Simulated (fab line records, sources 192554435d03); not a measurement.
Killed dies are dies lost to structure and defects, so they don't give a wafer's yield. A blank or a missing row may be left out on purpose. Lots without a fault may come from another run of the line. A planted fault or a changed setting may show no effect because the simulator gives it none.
Chamber matching | flow n5_finfet | N5_MOL_CONTACT_COAG_ETCH_106 on rie_diel-04: 4 sister chambers
The step etches SOC in N2/H2, target depth 80 nm, overetch 16 nm, time 120 s. 8 wafers are shown with their chamber, then 8 later ones without.

WAFERS WITH THEIR CHAMBER
wafer  | chamber | showerhead_plenum_p_Torr (Torr) | drypump_motor_current_A (A)
L080.6 | 1       | 2.62                            | 6.4
L085.4 | 1       | 2.61                            | 6.4
L089.3 | 0       | 2.62                            | 6.3
L089.6 | 3       | 2.53                            | 6.2
L091.1 | 3       | 2.53                            | 6.2
L091.2 | 2       | 2.55                            | 6.1
L091.6 | 0       | 2.62                            | 6.3
L092.1 | 2       | 2.54                            | 6.0

WAFERS WITHOUT THEIR CHAMBER
wafer  | showerhead_plenum_p_Torr (Torr) | drypump_motor_current_A (A)
L092.2 | 2.62                            | 6.3
L092.3 | 2.61                            | 6.5
L093.3 | 2.62                            | 6.3
L093.4 | 2.62                            | 6.3
L093.6 | 2.53                            | 6.2
L095.1 | 2.53                            | 6.2
L095.4 | 2.61                            | 6.5
L095.5 | 2.61                            | 6.3

WHICH CHAMBER EACH WENT THROUGH
wafer  | from the rows above     | in truth
L092.2 | 0                       | 0
L092.3 | 1                       | 1
L093.3 | 0                       | 0
L093.4 | 0                       | 0
L093.6 | 3                       | 3
L095.1 | 3                       | 3
L095.4 | 1                       | 1
L095.5 | can't be placed: 0 or 1 | 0
Placed correctly: 7 of 8. Can't be placed from these rows: 1 (the true chamber is among the candidates in 1). Placed wrongly: 0.
How it was worked out, from the rows above alone: a wafer's distance from a chamber is the root of the sum, over the readings, of the square of ((its reading less the chamber's mean) divided by the reading's scatter). The wafer belongs to the nearest chamber; if the next one is less than 2 further off, it can't be placed. A chamber's mean is the mean of its shown wafers. The scatter: the root of (the sum of the squares of (reading less its chamber's mean) over the shown wafers, divided by (wafers less chambers)).
